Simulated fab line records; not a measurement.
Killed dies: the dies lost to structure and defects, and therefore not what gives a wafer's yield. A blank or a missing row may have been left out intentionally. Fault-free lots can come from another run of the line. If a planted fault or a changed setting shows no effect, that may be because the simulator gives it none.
fab line records	flow nand_harc
record: lots: 6	wafers: 18	last_day: 34
route steps=1302 shown P_CONTACT@246 P_M0@253 END@1302
lots with no fault: from the same line, run without faults
start_h: start of the lot's first displayed wafer, in hours after the record's first day	wait_h: time in hours since the lot's previous step	" the same as in the row above	L1.1+2: several wafers, shown together as one row	- no value, or no start given	* or withheld: withheld	< > ~ a bound
route shown NAME@n: NAME is a module with steps in the file, n the number in the route of the first one	usual: the fault-free wafers' mean and standard deviation	same: alike in all rows	chamber/n: place in a boat	sites: each site's reading	_std_site: standard deviation of those values	_edge_site: outer sites' mean less inner sites'	radius_mm: for every site, how far away it sits from the centre of the wafer	mask NAME#n: copy n	behind: tool/chamber where the wafer was last shaped	hold: why the lot went on hold/how many hours it stayed there/how the hold came to an end	device: transistor that didn't switch, given as n, p or np	end of line: at the end of the route, the tests of the same wafers	step lacking rows: just its recipe	killed: the dies lost at the first sort to structure and to defects; this is not the yield of the wafer	map: per-die view of a wafer (x killed, . not killed, _ where there is no die)
set.NAME: the setting as run; set.NAME@STEP: as run at that earlier step	model.NAME: the simulator's own value behind a step, which no gauge read
lots seen at some steps along the route; tables by step, rows by wafer
services: when a tool's chamber went out of use (start_h, in hours from the record's first day, below 0 if earlier), for how many hours, and the reason
== steps ==
step: NHARC_P_CONTACT_PVD_32
recipe: target_thk_a: 50	chamber_pressure_pa: 5	power_w: 5000	substrate_temp_c: 200	time_s: 17.7	material: Ti
usual: throttle_valve_pct: 29.9/0.95
lot.wafer	tool	chamber	start_h	wait_h	throttle_valve_pct
L466.1	pvd_sputter-03	-	-	-	30.9
L466.3	"	-	"	"	28.4
L466.4	"	-	"	"	28.6
L467.3	pvd_sputter-03	-	-	-	31.2
L467.5	"	-	"	"	28.6
L467.6	"	-	"	"	30.8
L468.4	pvd_sputter-02	-	-	-	31.4
L468.2	"	-	"	"	30.0
L468.5	"	-	"	"	29.8
L469.4	pvd_sputter-01	-	-	-	29.3
L469.3	"	-	"	"	30.4
L469.2	"	-	"	"	29.8
L480.1	pvd_sputter-02	-	-	-	29.6
L480.4	"	-	"	"	28.9
L480.6	"	-	"	"	29.7
L479.4	pvd_sputter-01	-	-	-	29.0
L479.1	"	-	"	"	30.6
L479.5	"	-	"	"	30.3
step: NHARC_P_CONTACT_ALD_22
recipe: target_thk_a: 30	pulse_time_s: 1	ald_cycles: 150	temp_c: 450	material: TiN
usual: heater_power_w: 1049/110	precursor_pulse_height_rel: 1.000/0.019	susceptor_temp_C: 450.03/0.24
lot.wafer	tool	chamber	start_h	wait_h	heater_power_w	precursor_pulse_height_rel	since_wet_clean_h	susceptor_temp_C
L466.4	ald_metal-02	1	215.15	-	1129	1.023	129	449.86
L466.3	"	2	"	"	1205	0.992	129	449.84
L466.1	"	3	"	"	1032	1.004	129	450.26
L467.3	ald_metal-02	0	221.35	-	840	1.002	135	449.77
L467.5	"	1	"	"	1179	1.019	-	450.33
L467.6	"	2	"	"	1184	1.000	-	449.76
L468.4	ald_metal-02	2	230.05	-	1198	0.999	144	449.99
L468.2	"	3	"	"	994	0.986	144	449.82
L468.5	"	3	"	"	1005	0.990	-	449.79
L469.4	ald_metal-02	2	249.63	-	1191	1.023	164	450.30
L469.3	"	3	"	"	995	0.998	164	450.13
L469.2	"	0	"	"	853	1.014	164	449.89
L480.4	ald_metal-02	1	357.32	-	1184	1.016	93	450.00
L480.1	"	2	"	"	1180	1.019	93	450.25
L480.6	"	0	"	"	848	1.033	-	450.18
L479.1	ald_metal-01	3	358.09	-	937	1.016	0	450.12
L479.4	"	2	"	"	999	0.947	0	449.64
L479.5	"	3	"	"	931	1.020	-	450.22
step: NHARC_P_CONTACT_CVD_23
recipe: target_thk_a: 2000	temp_c: 300	pressure_torr: 40	wf6_flow_sccm: 40	h2_flow_sccm: 1600	ar_flow_sccm: 1560	time_s: 557	material: W
usual: chamber_pressure_Torr: 40.00/0.088	heater_power_w: 458/38	susceptor_temp_C: 300.01/0.21	throttle_valve_pct: 7.92/0.28
lot.wafer	tool	chamber	start_h	wait_h	chamber_pressure_Torr	heater_power_w	since_wet_clean_h	susceptor_temp_C	throttle_valve_pct
L466.1	cvd_w-02	1	-	-	39.98	491	114	-	7.82
L466.3	"	1	"	"	40.02	494	-	-	7.95
L466.4	"	0	"	"	40.11	493	-	-	7.73
L467.3	cvd_w-01	0	-	-	39.99	404	-	-	8.50
L467.6	"	0	"	"	40.04	409	-	-	8.45
L467.5	"	1	"	"	39.99	449	-	-	7.48
L468.2	cvd_w-01	0	-	-	40.03	412	32	300.35	8.19
L468.4	"	0	"	"	39.97	390	-	300.28	8.42
L468.5	"	0	"	"	39.98	404	-	300.41	8.10
L469.2	cvd_w-01	1	-	-	39.88	454	52	-	7.88
L469.3	"	0	"	"	39.95	418	-	-	8.16
L469.4	"	1	"	"	39.95	469	-	-	7.52
L480.1	cvd_w-01	0	-	-	40.04	415	160	-	8.40
L480.4	"	0	"	"	40.02	416	-	-	8.18
L480.6	"	1	"	"	40.08	468	-	-	7.78
L479.1	cvd_w-02	1	-	-	40.04	536	76	300.14	8.14
L479.4	"	0	"	"	40.11	481	-	299.95	7.73
L479.5	"	1	"	"	40.02	544	-	299.83	7.90
step: NHARC_P_CONTACT_CMP_24
recipe: t_overpolish_s: 30	target_thk_nm: 200
usual: edge_zone_pressure_frac: 1.000/0.0049	motor_current_A: 12.2/1.2	overpolish_run_s: 29.999/0.0089	slurry_flow_ml_min: 150.0/0.41	time_to_endpoint_s: 40.2/2.6
same: t_overpolish_s: 30
lot.wafer	tool	chamber	start_h	wait_h	edge_zone_pressure_frac	motor_current_A	overpolish_run_s	slurry_flow_ml_min	time_to_endpoint_s
L466.3	cmp-03	1	215.97	0.4	0.998	13.2	30.009	150.0	43.1
L466.1	"	2	"	"	0.999	11.1	29.996	150.1	42.7
L466.4	"	3	"	"	0.996	12.6	29.997	149.9	42.0
L467.3	cmp-03	3	222.16	0.4	1.003	12.1	30.006	149.7	38.6
L467.5	"	2	"	"	1.004	11.3	29.995	150.6	41.8
L467.6	"	3	"	"	1.011	11.6	30.009	150.4	41.9
L468.2	cmp-04	1	230.90	0.6	0.997	12.0	30.005	150.9	36.5
L468.4	"	0	"	"	1.000	12.0	29.989	150.3	42.8
L468.5	"	2	"	"	1.001	13.8	29.981	150.1	38.4
L469.4	cmp-01	0	250.48	0.3	1.009	13.5	30.016	150.5	39.5
L469.3	"	1	"	"	0.997	12.4	29.997	149.5	40.1
L469.2	"	2	"	"	0.999	13.5	30.007	150.1	39.6
L480.1	cmp-01	3	358.14	0.6	1.004	11.1	30.002	149.9	35.6
L480.4	"	1	"	"	0.997	12.9	29.996	149.8	36.5
L480.6	"	0	"	"	1.013	13.1	30.004	150.1	35.9
L479.4	cmp-04	3	358.97	0.3	1.001	10.0	30.007	150.4	43.0
L479.1	"	1	"	"	0.998	12.6	29.999	150.5	35.6
L479.5	"	2	"	"	1.003	14.2	29.997	149.6	38.0
step: NHARC_P_CONTACT_SRD_26
step: NHARC_P_CONTACT_INSPECT_27
usual: raw_defect_count: 263/120
lot.wafer	tool	chamber	start_h	wait_h	raw_defect_count
L466.1	defect_inspect-01	-	216.41	0.1	192
L466.3	"	-	"	"	169
L466.4	"	-	"	"	188
L467.3	defect_inspect-01	-	222.54	0.1	683
L467.5	"	-	"	"	965
L467.6	"	-	"	"	298
L468.2	defect_inspect-02	-	231.32	0.1	224
L468.4	"	-	"	"	232
L468.5	"	-	"	"	233
L469.2	defect_inspect-01	-	250.86	0.1	497
L469.3	"	-	"	"	197
L469.4	"	-	"	"	398
L480.1	defect_inspect-01	-	358.54	0.1	261
L480.4	"	-	"	"	161
L480.6	"	-	"	"	133
L479.1	defect_inspect-02	-	359.34	0.1	224
L479.4	"	-	"	"	155
L479.5	"	-	"	"	212
step: NHARC_P_M0_DEP_00
recipe: target_thk_a: 1500	target_thk_nm: 150	temp_c: withheld	pressure_torr: 5	flow_sccm: 200	rf_w: 600	material: SiOC
step: NHARC_P_M0_DEHYDRATE_01
recipe: temp_c: 150	time_s: 120
step: NHARC_P_M0_HMDS_02
recipe: time_s: 30
step: NHARC_P_M0_COAT_33
recipe: temp_c: 200	time_s: 65
step: NHARC_P_M0_COAT_03
recipe: spin_rpm: 1500	resist_thk_nm: 90
step: NHARC_P_M0_SOFTBAKE_04
recipe: temp_c: 105	time_s: 55
usual: chill_plate_temp_C: 23.02/0.11	heater_power_total_W: 188.45/0.13	plate_temp_C: 105.01/0.12
lot.wafer	tool	chamber	start_h	wait_h	chill_plate_temp_C	heater_power_total_W	plate_temp_C
L466.1	litho_track-04	0	216	-	22.90	188.48	105.03
L466.3	"	0	"	"	22.85	188.74	105.01
L466.4	"	0	"	"	22.84	188.65	104.71
L467.3	litho_track-06	0	223	-	23.00	188.29	105.01
L467.5	"	0	"	"	23.07	188.37	105.15
L467.6	"	0	"	"	22.97	188.30	105.13
L468.2	litho_track-06	0	231	-	23.22	188.39	104.94
L468.4	"	0	"	"	23.09	188.70	104.84
L468.5	"	0	"	"	22.88	188.51	104.91
L469.2	litho_track-01	0	251	-	23.08	188.41	105.16
L469.3	"	0	"	"	23.18	188.55	105.17
L469.4	"	0	"	"	23.09	188.71	105.07
L480.1	litho_track-01	0	359	-	22.97	186.80	104.29
L480.4	"	0	"	"	23.11	186.73	104.16
L480.6	"	0	"	"	23.21	186.94	104.31
L479.1	litho_track-01	0	359	-	23.03	187.05	104.19
L479.4	"	0	"	"	23.06	186.73	104.34
L479.5	"	0	"	"	23.01	187.04	104.51
step: NHARC_P_M0_EBR_05
step: NHARC_END_SORT_01
recipe: temp_c: 25
usual: defect_limited_yield: 89.8/2.4	killed_at_array: 64/16	killed_at_other: 1.0/1.1	killed_at_periphery: 3.5/2.3	killed_dies: 69/17	killed_open: 3.2/1.6	killed_short: 2.4/1.6
same: gross_dies: 677
lot.wafer	tool	chamber	start_h	wait_h	defect_limited_yield[%]	killed_at_array	killed_at_other	killed_at_periphery	killed_dies	killed_open	killed_short
L466.1	prober-01	0	651.40	2.5	89.7	62	4	4	70	1	4
L466.3	prober-01	0	653.00	3.1	91.6	48	6	3	57	3	4
L466.4	prober-01	0	653.80	3.4	91.4	49	2	7	58	3	2
L467.3	prober-02	0	665.70	3.1	90.7	60	1	2	63	2	5
L467.5	prober-02	0	667.30	3.7	91.1	54	1	5	60	4	2
L467.6	prober-02	0	668.09	4.0	89.7	67	2	1	70	5	4
L468.2	prober-01	0	675.18	2.8	92.2	51	0	2	53	5	6
L468.4	prober-01	0	676.80	3.4	91.3	51	1	7	59	5	2
L468.5	prober-01	0	677.61	3.7	92.5	49	1	1	51	3	4
L469.2	prober-01	0	699.99	2.8	92.3	50	0	2	52	3	3
L469.3	prober-01	0	700.80	3.1	90.8	59	0	3	62	3	6
L469.4	prober-01	0	701.60	3.4	92.0	50	2	2	54	3	4
L480.1	prober-02	0	794.81	2.5	90.4	60	0	5	65	8	1
L480.4	prober-02	0	797.16	3.3	88.9	70	0	5	75	4	6
L480.6	prober-02	0	798.73	3.9	91.3	55	0	4	59	5	1
L479.1	prober-02	0	810.61	2.5	88.5	76	1	1	78	1	2
L479.4	prober-02	0	813.02	3.4	88.3	74	1	4	79	5	2
L479.5	prober-02	0	813.82	3.7	90.8	58	0	4	62	4	3
killed by level:class
L466.1 A_SLIT:chamber_film_flake=37 A_CHANNEL_HOLE_D2:chamber_film_flake=8 A_CHANNEL_HOLE_D1:chamber_film_flake=5 A_CONTACT:chamber_film_flake=4 THIN_TSV:chamber_film_flake=4 A_CHANNEL_FILL_D1:chamber_film_flake=3 P_ZERO_WELL:chamber_film_flake=2 P_M2:chamber_film_flake=2
L466.3 A_SLIT:chamber_film_flake=29 A_CHANNEL_HOLE_D2:chamber_film_flake=7 THIN_TSV:chamber_film_flake=6 P_M2:chamber_film_flake=3 A_CHANNEL_HOLE_D2:geometric_particle:open=2 A_CHANNEL_FILL_D2:geometric_particle:short=2 A_ONON_D2:geometric_particle:open=1 A_SGD_CUT:geometric_particle:short=1
L466.4 A_SLIT:chamber_film_flake=28 A_CHANNEL_HOLE_D2:chamber_film_flake=7 P_M2:chamber_film_flake=4 A_CONTACT:chamber_film_flake=4 A_CHANNEL_HOLE_D1:chamber_film_flake=2 A_CHANNEL_FILL_D1:chamber_film_flake=2 A_STAIRCASE:chamber_film_flake=2 THIN_TSV:chamber_film_flake=2
L467.3 A_CHANNEL_HOLE_D1:chamber_film_flake=31 A_CHANNEL_HOLE_D2:chamber_film_flake=18 A_ONON_D2:geometric_particle:short=3 A_SLIT:chamber_film_flake=2 A_WL_FILL:chamber_film_flake=2 A_DECK1_JOINT:geometric_particle:open=1 A_SGD_CUT:geometric_particle:open=1 A_M0:geometric_particle:short=1
L467.5 A_CHANNEL_HOLE_D1:chamber_film_flake=33 A_CHANNEL_HOLE_D2:chamber_film_flake=13 A_M1:chamber_film_flake=5 P_CONTACT:geometric_particle:open=2 P_GATE:chamber_film_flake=2 P_M0:geometric_particle:open=1 A_CHANNEL_FILL_D1:geometric_particle:short=1 A_DECK1_JOINT:geometric_particle:open=1
L467.6 A_CHANNEL_HOLE_D1:chamber_film_flake=31 A_CHANNEL_HOLE_D2:chamber_film_flake=21 A_WL_FILL:geometric_particle:short=2 A_SLIT:chamber_film_flake=2 A_WL_FILL:chamber_film_flake=2 THIN_TSV:chamber_film_flake=2 A_CHANNEL_FILL_D1:geometric_particle:short=1 A_CHANNEL_FILL_D1:geometric_particle:open=1
L468.2 A_SLIT:chamber_film_flake=25 A_CHANNEL_HOLE_D1:chamber_film_flake=7 A_SOURCE_PLATE:geometric_particle:short=3 A_ONON_D2:geometric_particle:open=3 A_CONTACT:chamber_film_flake=3 A_CHANNEL_FILL_D2:chamber_film_flake=2 A_CHANNEL_HOLE_D1:geometric_particle:short=1 A_ONON_D2:geometric_particle:short=1
L468.4 A_SLIT:chamber_film_flake=27 A_CHANNEL_HOLE_D1:chamber_film_flake=8 A_CONTACT:chamber_film_flake=5 A_WL_FILL:chamber_film_flake=4 A_ONON_D2:geometric_particle:open=3 P_GATE:chamber_film_flake=3 A_SGD_CUT:geometric_particle:short=2 P_ZERO_WELL:chamber_film_flake=2
L468.5 A_SLIT:chamber_film_flake=29 A_CHANNEL_HOLE_D1:chamber_film_flake=7 A_CONTACT:chamber_film_flake=4 A_WL_FILL:geometric_particle:short=2 A_WL_FILL:chamber_film_flake=2 A_CHANNEL_FILL_D1:geometric_particle:open=1 A_ONON_D2:geometric_particle:open=1 A_CHANNEL_FILL_D2:geometric_particle:short=1
L469.2 A_CHANNEL_HOLE_D2:chamber_film_flake=24 A_CHANNEL_HOLE_D1:chamber_film_flake=9 A_CONTACT:chamber_film_flake=5 A_CHANNEL_FILL_D1:chamber_film_flake=2 A_DECK1_JOINT:chamber_film_flake=2 A_SLIT:chamber_film_flake=2 P_M0:geometric_particle:open=1 A_ONON_D1:geometric_particle:short=1
L469.3 A_CHANNEL_HOLE_D2:chamber_film_flake=25 A_CHANNEL_HOLE_D1:chamber_film_flake=12 A_CONTACT:chamber_film_flake=10 A_DECK1_JOINT:geometric_particle:short=3 A_STAIRCASE:chamber_film_flake=2 P_GATE:geometric_particle:short=1 P_M0:geometric_particle:open=1 A_ONON_D1:geometric_particle:open=1
L469.4 A_CHANNEL_HOLE_D2:chamber_film_flake=27 A_CONTACT:chamber_film_flake=6 A_CHANNEL_HOLE_D1:chamber_film_flake=5 A_WL_FILL:geometric_particle:short=2 A_DECK1_JOINT:chamber_film_flake=2 A_SLIT:chamber_film_flake=2 A_M0:chamber_film_flake=2 THIN_TSV:chamber_film_flake=2
L480.1 A_CHANNEL_HOLE_D2:chamber_film_flake=32 A_SLIT:chamber_film_flake=15 A_STAIRCASE:chamber_film_flake=4 A_CONTACT:chamber_film_flake=3 P_M0:geometric_particle:open=2 A_CHANNEL_FILL_D2:geometric_particle:open=2 P_CONTACT:chamber_film_flake=2 P_CONTACT:geometric_particle:open=1
L480.4 A_CHANNEL_HOLE_D2:chamber_film_flake=39 A_CHANNEL_HOLE_D1:chamber_film_flake=6 A_SLIT:chamber_film_flake=6 A_STAIRCASE:chamber_film_flake=4 A_CONTACT:chamber_film_flake=3 A_WL_FILL:geometric_particle:short=2 P_ZERO_WELL:chamber_film_flake=2 P_CONTACT:chamber_film_flake=2
L480.6 A_CHANNEL_HOLE_D2:chamber_film_flake=30 A_SLIT:chamber_film_flake=8 A_STAIRCASE:chamber_film_flake=5 A_CHANNEL_HOLE_D1:chamber_film_flake=3 A_M1:geometric_particle:open=2 A_CONTACT:chamber_film_flake=2 A_ONON_D1:geometric_particle:open=1 A_CHANNEL_FILL_D1:geometric_particle:short=1
L479.1 A_CHANNEL_HOLE_D2:chamber_film_flake=36 A_CHANNEL_HOLE_D1:chamber_film_flake=16 A_SLIT:chamber_film_flake=7 A_CONTACT:chamber_film_flake=5 A_WL_FILL:chamber_film_flake=4 A_STAIRCASE:chamber_film_flake=3 A_DECK1_JOINT:chamber_film_flake=2 A_DECK1_JOINT:geometric_particle:short=1
L479.4 A_CHANNEL_HOLE_D2:chamber_film_flake=28 A_CHANNEL_HOLE_D1:chamber_film_flake=14 A_SLIT:chamber_film_flake=11 A_STAIRCASE:chamber_film_flake=4 A_WL_FILL:chamber_film_flake=4 A_CONTACT:chamber_film_flake=4 A_CHANNEL_FILL_D1:chamber_film_flake=2 A_DECK1_JOINT:chamber_film_flake=2
L479.5 A_CHANNEL_HOLE_D2:chamber_film_flake=18 A_CHANNEL_HOLE_D1:chamber_film_flake=13 A_CONTACT:chamber_film_flake=7 A_SLIT:chamber_film_flake=6 A_STAIRCASE:chamber_film_flake=4 P_GATE:chamber_film_flake=2 A_WL_FILL:chamber_film_flake=2 P_CONTACT:geometric_particle:open=1
== services ==
tool	chamber	start_h	hours	kind
cmp-01	-	203.85	10.9	repair
cmp-04	-	209.05	4.0	pm
cvd_w-01	-	224.30	0.7	repair
pvd_sputter-01	-	226.00	10.0	pm
cmp-01	-	234.72	1.1	repair
pvd_sputter-02	-	239.40	1.9	repair
pvd_sputter-02	-	243.30	18.0	repair
cmp-03	-	245.89	0.9	repair
cvd_w-01	0	250.45	2.6	repair
ald_metal-02	-	254.00	10.0	pm
cmp-03	-	260.03	4.0	pm
cvd_w-02	-	269.00	13.0	pm
cmp-04	-	274.15	0.7	repair
pvd_sputter-02	-	282.00	10.0	pm
cmp-01	-	283.56	4.0	pm
pvd_sputter-01	-	297.65	1.4	repair
cmp-04	-	307.08	4.0	pm
cmp-04	-	314.88	0.8	repair
cmp-01	-	325.49	1.1	repair
litho_track-01	-	330.00	7.0	pm
cmp-03	-	333.67	1.9	repair
pvd_sputter-03	-	348.04	10.0	pm
cmp-04	-	349.66	6.4	repair
cvd_w-01	-	351.86	1.1	repair
== key ==
first_sign: step: NHARC_P_M0_SOFTBAKE_04	reading: heater_power_total_W	direction: down	sigmas: 12	usual: *	struck: *
effect: step: NHARC_P_M0_SOFTBAKE_04	reading: plate_temp_C	direction: down	sigmas: 5.7	usual: *	struck: *
met_at NHARC_P_M0_SOFTBAKE_04
struck_wafers L479.1,L479.4,L479.5,L480.1,L480.4,L480.6
onset_between 251 359
fault: kind: process_parameter_drift	tool: litho_track-01	chamber: -	onset_h: 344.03	steps: NHARC_P_M0_SOFTBAKE_04	channel: temp_c	offset: *	shape: step	end_h: 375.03	acts_in: *	stated: *
